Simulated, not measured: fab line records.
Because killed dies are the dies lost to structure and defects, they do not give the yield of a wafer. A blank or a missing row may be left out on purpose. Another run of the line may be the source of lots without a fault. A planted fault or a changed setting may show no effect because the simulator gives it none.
Matching of chambers	flow n5-finfet	4 sister chambers for N5_BEOL_M0_SAQP_SPACER1_ALD_98 on ald-sin-04
The step deposits SiO2, target thk 12.8 nm, pulse time 1 s, purge time 2 s. 24 wafers are shown with their chamber, then 12 later ones without.

## WAFERS WITH THEIR CHAMBER
wafer	chamber	heater-power-w (W)	precursor-pulse-height-rel
L075.1	1	477	0.994
L075.2	2	589	0.990
L075.5	1	477	1.016
L077.1	2	601	1.012
L077.5	0	405	1.045
L077.6	3	448	1.017
L079.3	2	590	1.035
L079.4	1	484	0.990
L079.6	3	437	1.000
L081.2	1	474	0.999
L081.4	0	403	0.999
L081.5	3	447	0.995
L085.3	3	447	1.001
L085.4	3	454	1.010
L085.5	0	391	0.994
L089.1	3	445	0.972
L089.2	0	408	0.989
L089.3	2	602	0.995
L090.3	0	405	0.976
L090.4	2	584	0.993
L090.6	1	477	1.005
L093.1	3	450	1.020
L093.5	0	409	0.974
L093.6	3	452	1.038

SIGNATURES, as means of the wafers listed above
reading	chamber 0	chamber 1	chamber 2	chamber 3	scatter within a chamber
heater-power-w	403.50	477.80	593.20	447.50	5.93
precursor-pulse-height-rel	0.99617	1.00080	1.00500	1.00662	0.0198
Rule: for a wafer and a chamber, the distance is found by dividing, reading by reading, the gap between the wafer's reading and the chamber's mean by the reading's scatter, squaring, summing and taking the root. If the next closest chamber is less than 2 further off than the closest, the wafer can't be placed; otherwise it belongs to the closest. The scatter is the square root of a quotient: the sum, over the shown wafers, of each reading's squared deviation from its chamber's mean, divided by wafers minus chambers.

## WAFERS MISSING THEIR CHAMBER
wafer	heater-power-w (W)	precursor-pulse-height-rel
L091.2	469	0.969
L091.4	586	1.030
L091.6	461	1.027
L094.2	587	1.008
L094.3	471	1.028
L094.6	599	0.966
L092.4	458	1.008
L092.5	489	1.038
L092.6	404	0.975
L096.1	461	0.996
L096.3	402	0.970
L096.5	458	1.007

## EACH ONE'S CHAMBER
wafer	from the rows above	in truth
L091.2	can't be placed: 1 or 3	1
L091.4	2	2
L091.6	can't be placed: 3 or 1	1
L094.2	2	2
L094.3	1	1
L094.6	2	2
L092.4	can't be placed: 3 or 1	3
L092.5	1	1
L092.6	0	0
L096.1	can't be placed: 3 or 1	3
L096.3	0	0
L096.5	can't be placed: 3 or 1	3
Correct placement for 7 of the 12. From these rows, 5 cannot be placed; in 5 the true chamber is one of the candidates. Number placed wrongly: 0.
